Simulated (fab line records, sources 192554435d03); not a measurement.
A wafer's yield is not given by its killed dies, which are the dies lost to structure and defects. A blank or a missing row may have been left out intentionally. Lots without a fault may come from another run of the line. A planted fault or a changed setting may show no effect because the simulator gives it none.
fab line records | flow n5Finfet | part 1 of 2: steps 1 to 29 of 35
[record] lots = 5 wafers = 15 lastDay = 18
route steps=1938 shown BEOL_M2@918 BEOL_M3@931
lots with no fault: from the same line, run without faults
startH: the number of hours between the record's first day and the start of the first shown wafer of the lot | waitH: hours elapsed since this lot's preceding step | " the same as in the row above | L1.1+2: several wafers, shown together as one row | - no value present, or no start provided | * or withheld: withheld | < > ~ a bound
route shown NAME@n: NAME is a module with steps in the file, n the number in the route of the first one | usual: average and standard deviation across the fault-free wafers | same: alike in all rows | chamber/n: place in a boat | sites: each site's reading | _std_site: the values' standard deviation | _edge_site: the outer-site mean with the inner-site mean subtracted | radiusMm: for every site, how far away it sits from the centre of the wafer | mask NAME#n: copy n | behind: the last tool/chamber to shape the wafer | hold: cause of the lot's hold/its duration in hours/its outcome | device: which transistor (n, p or np) failed to switch | end of line: tests of these same wafers at the route's end | a step without rows: its recipe alone | killed: count of dies lost to structure and defects at first sort (not the wafer's yield) | map: a wafer's dies, marking killed ones x, the rest . and places with no die _
set.NAME: setting as actually run; set.NAME@STEP: the setting as run at that earlier step | model.NAME: the simulator's own value behind a step, which no gauge read
lots at some steps of the route; a table a step, a row a wafer
services: the hour from which a tool's chamber was out of use, counted from the record's first day as startH (under 0 if before that day), plus the number of hours and why
[[steps]]
[step N5_BEOL_M2_SPUTTER_94]
[recipe] material = Cu targetThkA = 45 tempC = -20 chamberPressurePa = 0.07 powerW = withheld timeS = 8.29
[usual] throttleValvePct = 30.0/1.2
// columns lot.wafer tool chamber startH waitH throttleValvePct
L076.2 pvdSputter-02 - 161.49 0.1 29.9
L076.3 " - " " 32.2
L076.5 " - " " 32.3
L079.1 pvdSputter-03 - 176.81 0.1 29.2
L079.2 " - " " 31.4
L079.5 " - " " 30.8
L081.2 pvdSputter-02 - 185.13 0.1 29.4
L081.3 " - " " 32.2
L081.4 " - " " 30.2
L095.2 pvdSputter-02 - 273.72 0.1 29.4
L095.5 " - " " 29.7
L095.6 " - " " 32.4
L096.2 pvdSputter-03 - 284.26 0.1 29.3
L096.4 " - " " 29.0
L096.6 " - " " 28.9
[step N5_BEOL_M2_ANNEAL_95]
[recipe] tempC = 400 timeS = 240 ambient = vacuum
[usual] heaterPowerW = 829/55
// columns lot.wafer tool chamber startH waitH heaterPowerW
L076.2 pvdSputter-02 - 161.57 0.0 883
L076.3 " - " " 837
L076.5 " - " " 846
L079.1 pvdSputter-03 - 176.89 0.0 834
L079.2 " - " " 887
L079.5 " - " " 898
L081.2 pvdSputter-02 - 185.21 0.0 840
L081.3 " - " " 871
L081.4 " - " " 764
L095.2 pvdSputter-02 - 273.80 0.0 861
L095.5 " - " " 871
L095.6 " - " " 847
L096.2 pvdSputter-03 - 284.34 0.0 794
L096.4 " - " " 792
L096.6 " - " " 804
[step N5_BEOL_M2_SPUTTER_96]
[recipe] material = Cu targetThkA = 45 tempC = -20 chamberPressurePa = 0.07 powerW = withheld timeS = 8.29
[usual] throttleValvePct = 30.0/1.2
// columns lot.wafer tool chamber startH waitH throttleValvePct
L076.2 pvdSputter-02 - 161.71 0.1 29.8
L076.3 " - " " 32.5
L076.5 " - " " 32.0
L079.1 pvdSputter-03 - 177.03 0.1 29.1
L079.2 " - " " 30.9
L079.5 " - " " 31.1
L081.2 pvdSputter-02 - 185.35 0.1 29.1
L081.3 " - " " 32.3
L081.4 " - " " 30.2
L095.2 pvdSputter-02 - 273.95 0.1 29.4
L095.5 " - " " 29.8
L095.6 " - " " 32.4
L096.2 pvdSputter-03 - 284.48 0.1 29.2
L096.4 " - " " 28.9
L096.6 " - " " 28.7
[step N5_BEOL_M2_ECD_50]
[recipe] material = Cu targetThkA = 3000
// columns lot.wafer tool chamber startH waitH
L076.2+3+5 ecdCu-01 0,0,1 161.83 0.1
L079.1+2+5 ecdCu-02 0,1,0 177.14 0.1
L081.2+3+4 ecdCu-02 1,0,1 185.46 0.1
L095.2+5+6 ecdCu-01 1,1,0 274.08 0.1
L096.2+4+6 ecdCu-02 0 284.60 0.1
[step N5_BEOL_M2_ANNEAL_51]
[recipe] tempC = 225 timeS = 90 ambient = N2
[usual] wafer_temp_C_max = 226.2/0.37
// columns lot.wafer tool chamber startH waitH wafer_temp_C_max
L076.2 rtpAnneal-01 0 161.95 0.1 226.0
L076.3 " 0 " " 225.6
L076.5 " 0 " " 225.9
L079.1 rtpAnneal-01 0 177.22 0.1 226.0
L079.2 " 0 " " 226.2
L079.5 " 0 " " 225.7
L081.2 rtpAnneal-02 0 185.59 0.1 226.0
L081.3 " 0 " " 226.5
L081.4 " 0 " " 226.4
L095.2 rtpAnneal-02 0 274.41 0.3 226.6
L095.5 " 0 " " 226.2
L095.6 " 0 " " 226.5
L096.2 rtpAnneal-02 0 284.78 0.2 226.8
L096.4 " 0 " " 227.1
L096.6 " 0 " " 226.7
[step N5_BEOL_M2_CMP_52]
[recipe] stopOn = SiOC tOverpolishS = 6.8 downForcePsi = 1 platenRpm = 50 clearingPlatenDownForcePsi = 1.5 clearingPlatenRpm = 50 postCmpClean = cuAlkaline targetThkNm = 40 clearingPlatenPadVelocityMS = 0.99484 padVelocityMS = 0.99484
[usual] barrierFieldEndpointS = 24.8/0.6 edgeZonePressureFrac = 1.000/0.0053 headPressurePsi = 0.9998/0.0024 motorCurrentA = 5.8/0.48 overpolishRunS = 6.800/0.0098 slurryFilterDpKPa = 13.50/0.13 timeToEndpointS = 63.7/2.7
// columns lot.wafer tool chamber startH waitH barrierFieldEndpointS edgeZonePressureFrac headPressurePsi motorCurrentA overpolishRunS slurryFilterDpKPa timeToEndpointS
L076.3 cmp-03 2 162.20 0.2 24.6 1.005 1.0020 5.7 6.802 13.42 67.2
L076.2 " 0 " " 24.7 0.998 0.9985 5.9 6.818 13.40 62.5
L076.5 " 2 " " 25.0 1.001 0.9956 5.5 6.810 13.47 65.2
L079.2 cmp-02 3 177.52 0.2 24.1 0.992 1.0019 5.3 6.812 13.53 61.8
L079.1 " 2 " " 24.7 0.992 1.0009 6.4 6.788 13.46 66.8
L079.5 " 3 " " 24.6 0.994 1.0039 5.2 6.811 13.48 64.0
L081.2 cmp-01 3 185.84 0.2 24.3 1.012 1.0023 4.9 6.800 13.49 59.8
L081.4 " 0 " " 25.2 1.003 0.9986 5.8 6.801 13.47 61.4
L081.3 " 2 " " 25.0 0.998 0.9981 5.9 6.812 13.29 66.1
L095.2 cmp-01 0 274.74 0.3 23.9 0.992 1.0002 5.3 6.788 13.61 61.9
L095.5 " 2 " " 24.1 1.005 1.0001 5.9 6.806 13.77 63.5
L095.6 " 3 " " 24.4 1.012 0.9993 5.1 6.811 13.16 62.6
L096.2 cmp-03 2 285.04 0.2 24.1 1.005 1.0071 5.5 6.796 13.49 62.4
L096.4 " 3 " " 24.8 0.995 0.9983 6.2 6.817 13.37 63.7
L096.6 " 3 " " 25.4 0.998 0.9954 6.4 6.791 13.49 65.8
[step N5_BEOL_M2_THK_MEAS_53]
[recipe] thkMeasGauge = xrf reads = Cu_of_BEOL_M2_ECD_50
[usual] M2_THK = 40.0/1.2
// columns lot.wafer tool chamber startH waitH M2_THK[nm]
L076.2 filmMetro-02 - 162.50 - 38.3
L076.3 " - " " 39.9
L076.5 " - " " 38.8
L079.1 filmMetro-01 - 177.81 - 41.2
L079.2 " - " " 38.2
L079.5 " - " " 40.2
L081.2 filmMetro-01 - 186.14 - 37.3
L081.3 " - " " 39.9
L081.4 " - " " 40.6
L095.2 filmMetro-01 - 274.96 - 41.0
L095.5 " - " " 40.4
L095.6 " - " " 38.5
L096.2 filmMetro-02 - 285.33 - 37.7
L096.4 " - " " 41.0
L096.6 " - " " 40.1
[step N5_BEOL_M2_PRE_CLEAN_60]
[recipe] gas = NH3/H2 timeS = 15 tempC = * rfPowerW = 300
[usual] heaterPowerW = 85/7.5
// columns lot.wafer tool chamber startH waitH heaterPowerW
L076.2 cvdCo-02 1 162.53 0.0 69
L076.3 " 2 " " 91
L076.5 " 0 " " 79
L079.1 cvdCo-01 1 177.89 0.1 86
L079.2 " 2 " " 81
L079.5 " 0 " " 97
L081.2 cvdCo-01 1 186.29 0.1 87
L081.3 " 0 " " 97
L081.4 " 2 " " 81
L095.2 cvdCo-01 1 275.00 0.0 85
L095.5 " 0 " " 98
L095.6 " 2 " " 82
L096.2 cvdCo-02 1 285.37 0.0 73
L096.4 " 0 " " 81
L096.6 " 1 " " 71
[step N5_BEOL_M2_CO_CAP_55]
[recipe] material = Co targetThkA = 20 tempC = 200 precursor = CCTBA/H2 pressureTorr = 30 timeS = 102.1
[usual] heaterPowerW = 236/9.8
// columns lot.wafer tool chamber startH waitH heaterPowerW
L076.2 cvdCo-02 1 162.57 0.0 216
L076.3 " 2 " " 243
L076.5 " 0 " " 231
L079.1 cvdCo-01 1 177.93 0.0 237
L079.2 " 2 " " 237
L079.5 " 0 " " 250
L081.2 cvdCo-01 1 186.33 0.0 236
L081.3 " 0 " " 249
L081.4 " 2 " " 236
L095.2 cvdCo-01 1 275.04 0.0 233
L095.5 " 0 " " 254
L095.6 " 2 " " 240
L096.2 cvdCo-02 1 285.41 0.0 219
L096.4 " 0 " " 229
L096.6 " 1 " " 218
[step N5_BEOL_M2_PRE_CLEAN_56]
[recipe] gas = NH3 timeS = 15 tempC = withheld rfPowerW = 300
// columns lot.wafer tool chamber startH waitH
L076.2+3+5 pecvd-04 2,0,0 162.66 0.1
L079.1+2+5 pecvd-04 2,1,2 178.02 0.1
L081.2+3+4 pecvd-03 2,1,2 186.42 0.1
L095.2+5+6 pecvd-02 2,1,2 275.13 0.1
L096.2+4+6 pecvd-02 1,2,1 285.50 0.1
[step N5_BEOL_M2_DEP_57]
[recipe] material = SiCN targetThkA = 80 tempC = withheld precursor = 3MS/NH3 pressureTorr = 3 rfW = 202 timeS = 14
[usual] showerheadPlenumPTorr = 3.666/0.011 throttleValvePct = 8.9/0.42
// columns lot.wafer tool chamber startH waitH showerheadPlenumPTorr throttleValvePct
L076.2 pecvd-04 2 162.69 0.0 3.651 9.2
L076.3 " 0 " " 3.657 8.8
L076.5 " 0 " " 3.654 9.2
L079.1 pecvd-04 2 178.06 0.0 3.656 9.3
L079.2 " 1 " " 3.672 9.1
L079.5 " 2 " " 3.665 9.2
L081.2 pecvd-03 2 186.45 0.0 3.678 9.3
L081.3 " 1 " " 3.657 9.5
L081.4 " 2 " " 3.690 9.2
L095.2 pecvd-02 2 275.15 0.0 3.669 9.0
L095.5 " 1 " " 3.673 8.6
L095.6 " 2 " " 3.678 8.8
L096.2 pecvd-02 1 285.53 0.0 3.665 8.6
L096.4 " 2 " " 3.660 8.6
L096.6 " 1 " " 3.667 8.4
[step N5_BEOL_M2_RS_MEAS_58]
[recipe] thkMeasGauge = four-point-probe reads = Co_of_BEOL_M2_CO_CAP_55+Cu_of_BEOL_M2_ECD_50+Co_of_BEOL_M2_CVD_47+TaN_of_BEOL_M2_ALD_84
[usual] M2_RS = 0.661/0.026
// columns lot.wafer tool chamber startH waitH M2_RS[ohm/sq]
L076.2 filmMetro-01 - 162.76 0.1 0.696
L076.3 " - " " 0.661
L076.5 " - " " 0.685
L079.1 filmMetro-01 - 178.14 0.1 0.639
L079.2 " - " " 0.700
L079.5 " - " " 0.660
L081.2 filmMetro-01 - 186.54 0.1 0.714
L081.3 " - " " 0.657
L081.4 " - " " 0.647
L095.2 filmMetro-01 - 275.22 0.1 0.644
L095.5 " - " " 0.651
L095.6 " - " " 0.702
L096.2 filmMetro-02 - 285.60 0.1 0.718
L096.4 " - " " 0.642
L096.6 " - " " 0.659
[step N5_BEOL_M2_INSPECT_59]
[recipe] inspectInstrument = darkfield mode = postDep
[usual] rawDefectCount = 72/24
// columns lot.wafer tool chamber startH waitH rawDefectCount
L076.2 defectInspect-02 - 162.78 0.0 67
L076.3 " - " " 67
L076.5 " - " " 75
L079.1 defectInspect-01 - 178.17 0.0 84
L079.2 " - " " 100
L079.5 " - " " 72
L081.2 defectInspect-02 - 186.57 0.0 59
L081.3 " - " " 107
L081.4 " - " " 72
L095.2 defectInspect-02 - 275.25 0.0 44
L095.5 " - " " 69
L095.6 " - " " 54
L096.2 defectInspect-02 - 285.62 0.0 41
L096.4 " - " " 36
L096.6 " - " " 46
[step N5_BEOL_M3_ILD_DEP_00]
[recipe] material = SiOC targetThkA = 790 tempC = 350 precursor = DEMS/O2 pressureTorr = 5 rfW = 500 timeS = 15.3
[usual] heaterPowerW = 510/56 showerheadPlenumPTorr = 5.703/0.015 throttleValvePct = 11.4/0.4
// columns lot.wafer tool chamber startH waitH heaterPowerW showerheadPlenumPTorr throttleValvePct
L076.2 pecvd-01 2 162.82 0.0 512 5.718 10.5
L076.3 " 1 " " 547 5.708 12.0
L076.5 " 1 " " 562 5.710 11.8
L079.1 pecvd-02 2 178.20 0.0 558 5.685 11.8
L079.2 " 0 " " 472 5.687 11.7
L079.5 " 1 " " 509 5.698 11.0
L081.2 pecvd-02 0 186.60 0.0 438 5.692 11.6
L081.3 " 2 " " 576 5.703 11.3
L081.4 " 0 " " 440 5.706 11.7
L095.2 pecvd-04 1 275.28 0.0 436 5.701 11.8
L095.5 " 0 " " 543 5.678 11.6
L095.6 " 2 " " 517 5.685 11.0
L096.2 pecvd-01 2 285.66 0.0 478 5.722 10.9
L096.4 " 2 " " 486 5.722 11.0
L096.6 " 1 " " 574 5.682 12.1
[step N5_BEOL_M3_THK_MEAS_01]
[recipe] reads = SiOC_of_BEOL_M3_ILD_DEP_00
[usual] M3_ILD_THK = 79.0/1.1
// columns lot.wafer tool chamber startH waitH M3_ILD_THK[nm]
L076.2 filmMetro-01 - 162.89 0.1 78.8
L076.3 " - " " 79.7
L076.5 " - " " 80.8
L079.1 filmMetro-01 - 178.27 0.0 78.3
L079.2 " - " " 77.7
L079.5 " - " " 79.4
L081.2 filmMetro-01 - 186.67 0.1 77.9
L081.3 " - " " 78.4
L081.4 " - " " 79.3
L095.2 filmMetro-02 - 275.35 0.1 77.9
L095.5 " - " " 79.3
L095.6 " - " " 78.9
L096.2 filmMetro-02 - 285.73 0.1 79.2
L096.4 " - " " 80.8
L096.6 " - " " 81.3
[step N5_BEOL_M3_PECVD_72]
[recipe] material = SiO2 targetThkA = 160 tempC = 400 precursor = TEOS/O2 pressureTorr = 5.5 rfW = 450 teosFlowSccm = 53.8 gas = O2 flowSccm = 3000 timeS = 18
[usual] heaterPowerW = 755/94 showerheadPlenumPTorr = 8.80/0.048 throttleValvePct = 21.6/0.8
// columns lot.wafer tool chamber startH waitH heaterPowerW showerheadPlenumPTorr throttleValvePct
L076.2 pecvd-04 2 162.92 0.0 731 8.76 22.8
L076.3 " 0 " " 764 8.75 22.5
L076.5 " 1 " " 657 8.79 22.1
L079.1 pecvd-04 1 178.31 0.0 664 8.79 21.7
L079.2 " 2 " " 755 8.78 22.9
L079.5 " 1 " " 662 8.80 22.1
L081.2 pecvd-01 2 186.71 0.0 683 8.90 20.0
L081.3 " 1 " " 861 8.83 22.2
L081.4 " 0 " " 728 8.85 21.4
L095.2 pecvd-01 1 275.39 0.0 871 8.82 22.1
L095.5 " 1 " " 874 8.83 22.4
L095.6 " 2 " " 746 8.90 20.0
L096.2 pecvd-04 0 285.77 0.0 919 8.77 21.3
L096.4 " 2 " " 772 8.76 20.4
L096.6 " 1 " " 566 8.77 21.8
[step N5_BEOL_M3_HM_DEP_02]
[recipe] material = TiN targetThkA = 200 tempC = 25 chamberPressurePa = 0.49996
[usual] throttleValvePct = 30.1/1.2
// columns lot.wafer tool chamber startH waitH throttleValvePct
L076.2 pvdSputter-03 - 163.52 0.6 29.2
L076.3 " - " " 28.9
L076.5 " - " " 29.6
L079.1 pvdSputter-03 - 181.23 2.9 29.2
L079.2 " - " " 28.6
L079.5 " - " " 28.6
L081.2 pvdSputter-03 - 188.49 1.8 28.7
L081.3 " - " " 31.1
L081.4 " - " " 29.2
L095.2 pvdSputter-02 - 276.60 1.2 29.9
L095.5 " - " " 29.6
L095.6 " - " " 30.4
L096.2 pvdSputter-01 - 285.83 0.0 30.5
L096.4 " - " " 31.3
L096.6 " - " " 31.5
[step N5_BEOL_M3_COAT_61]
[recipe] resist = SOC tempC = 250 timeS = 60 spinRpm = 1500 resistThkNm = 60
// columns lot.wafer tool chamber startH waitH
L076.2+3+5 lithoTrack-01 0 163.65 0.1
L079.1+2+5 lithoTrack-03 0 181.35 0.1
L081.2+3+4 lithoTrack-04 0 188.61 0.1
L095.2+5+6 lithoTrack-04 0 276.72 0.1
L096.2+4+6 lithoTrack-04 0 285.95 0.1
[step N5_BEOL_M3_COAT_62]
[recipe] resist = SiARC tempC = 220 timeS = 60 spinRpm = 1500 resistThkNm = 12
// columns lot.wafer tool chamber startH waitH
L076.2+3+5 lithoTrack-01 0 - -
L079.1+2+5 lithoTrack-03 0 - -
L081.2+3+4 lithoTrack-04 0 - -
L095.2+5+6 lithoTrack-04 0 - -
L096.2+4+6 lithoTrack-04 0 - -
[step N5_BEOL_M3_COAT_73]
[recipe] resist = underlayer tempC = 205 timeS = 60 spinRpm = 1500 resistThkNm = 5
// columns lot.wafer tool chamber startH waitH
L076.2+3+5 lithoTrack-01 0 - -
L079.1+2+5 lithoTrack-03 0 - -
L081.2+3+4 lithoTrack-04 0 - -
L095.2+5+6 lithoTrack-04 0 - -
L096.2+4+6 lithoTrack-04 0 - -
[step N5_BEOL_M3_COAT_05]
[recipe] resist = CAR-EUV spinRpm = 1500 resistThkNm = 30
// columns lot.wafer tool chamber startH waitH
L076.2+3+5 lithoTrack-01 0 - -
L079.1+2+5 lithoTrack-03 0 - -
L081.2+3+4 lithoTrack-04 0 - -
L095.2+5+6 lithoTrack-04 0 - -
L096.2+4+6 lithoTrack-04 0 - -
[step N5_BEOL_M3_EBR_07]
[recipe] solvent = PGMEA ebrWidthMm = 1.5
// columns lot.wafer tool chamber startH waitH
L076.2+3+5 lithoTrack-01 0 - -
L079.1+2+5 lithoTrack-03 0 - -
L081.2+3+4 lithoTrack-04 0 - -
L095.2+5+6 lithoTrack-04 0 - -
L096.2+4+6 lithoTrack-04 0 - -
[step N5_BEOL_M3_SOFTBAKE_06]
[recipe] tempC = 110 timeS = 60 resist = CAR-EUV
// columns lot.wafer tool chamber startH waitH
L076.2+3+5 lithoTrack-01 0 - -
L079.1+2+5 lithoTrack-03 0 - -
L081.2+3+4 lithoTrack-04 0 - -
L095.2+5+6 lithoTrack-04 0 - -
L096.2+4+6 lithoTrack-04 0 - -
[step N5_BEOL_M3_EXPOSE_08]
[recipe] maskId = M3 na = 0.33 sourceShape = dipole sigmaInner = 0.369 sigmaOuter = 0.767 polarization = unpolarized doseMj = 33
// columns lot.wafer tool chamber startH waitH mask
L076.2+3+5 euvScanner-01 0 163.91 - M3#0
L079.1+2+5 euvScanner-02 0 181.61 - M3#0
L081.2+3+4 euvScanner-02 0 188.88 - M3#0
L095.2+5+6 euvScanner-02 0 276.99 - M3#0
L096.2+4+6 euvScanner-02 0 286.10 - M3#0
[step N5_BEOL_M3_PEB_09]
[recipe] pebTempC = 100 pebTimeS = 60 resist = CAR-EUV
// columns lot.wafer tool chamber startH waitH
L076.2+3+5 lithoTrack-04 0 163.97 0.0
L079.1+2+5 lithoTrack-01 0 181.67 0.1
L081.2+3+4 lithoTrack-03 0 188.94 0.0
L095.2+5+6 lithoTrack-04 0 277.05 0.0
L096.2+4+6 lithoTrack-03 0 286.15 0.0
[step N5_BEOL_M3_DEVELOP_10]
[recipe] developTimeS = 30 developer = TMAH resist = CAR-EUV rinseLiquid = surfactantRinse dry = airSpin devTempC = 23
// columns lot.wafer tool chamber startH waitH
L076.2+3+5 lithoTrack-04 0 - -
L079.1+2+5 lithoTrack-01 0 - -
L081.2+3+4 lithoTrack-03 0 - -
L095.2+5+6 lithoTrack-04 0 - -
L096.2+4+6 lithoTrack-03 0 - -
[step N5_BEOL_M3_CD_MEAS_11]
[recipe] targetCdNm = 17.05 landingEnergyEv = 500 detector = seInlens polarity = opening
[usual] cdNm = 17.08/0.26
[same] landingEnergyEv = 500
// columns lot.wafer tool chamber startH waitH cdNm
L076.2 cdSem-03 0 164.03 - 16.81
L076.3 " 0 " " 17.16
L076.5 " 0 " " 17.26
L079.1 cdSem-03 0 181.74 - 17.04
L079.2 " 0 " " 16.90
L079.5 " 0 " " 16.63
L081.2 cdSem-02 0 189.00 - 16.58
L081.3 " 0 " " 16.97
L081.4 " 0 " " 16.96
L095.2 cdSem-02 0 277.11 - 17.04
L095.5 " 0 " " 17.36
L095.6 " 0 " " 16.95
L096.2 cdSem-02 0 286.22 - 17.63
L096.4 " 0 " " 17.61
L096.6 " 0 " " 17.22
[step N5_BEOL_M3_OVL_MEAS_12]
[recipe] pointsPerWafer = 522
[usual] M3_OVL = -0.4/0.63
// columns lot.wafer tool chamber startH waitH M3_OVL[nm]
L076.2 overlay-01 0 164.07 0.0 1.5
L076.3 " 0 " " 0.5
L076.5 " 0 " " 1.0
L079.1 overlay-02 0 181.77 0.0 -1.0
L079.2 " 0 " " -1.5
L079.5 " 0 " " -0.5
L081.2 overlay-01 0 189.04 0.0 -1.4
L081.3 " 0 " " -1.4
L081.4 " 0 " " 0.3
L095.2 overlay-01 0 277.15 0.0 -0.1
L095.5 " 0 " " -1.4
L095.6 " 0 " " 0.0
L096.2 overlay-01 0 286.25 0.0 -1.4
L096.4 " 0 " " -0.4
L096.6 " 0 " " -1.1
[step N5_BEOL_M3_INSPECT_13]
[recipe] mode = adi inspectInstrument = brightfield
[usual] rawDefectCount = 406/83
// columns lot.wafer tool chamber startH waitH rawDefectCount
L076.2 defectInspect-02 - 164.12 0.0 358
L076.3 " - " " 444
L076.5 " - " " 303
L079.1 defectInspect-01 - 181.83 0.1 593
L079.2 " - " " 523
L079.5 " - " " 663
L081.2 defectInspect-01 - 189.09 0.0 465
L081.3 " - " " 327
L081.4 " - " " 319
L095.2 defectInspect-02 - 277.20 0.0 331
L095.5 " - " " 344
L095.6 " - " " 353
L096.2 defectInspect-02 - 286.30 0.0 347
L096.4 " - " " 366
L096.6 " - " " 418
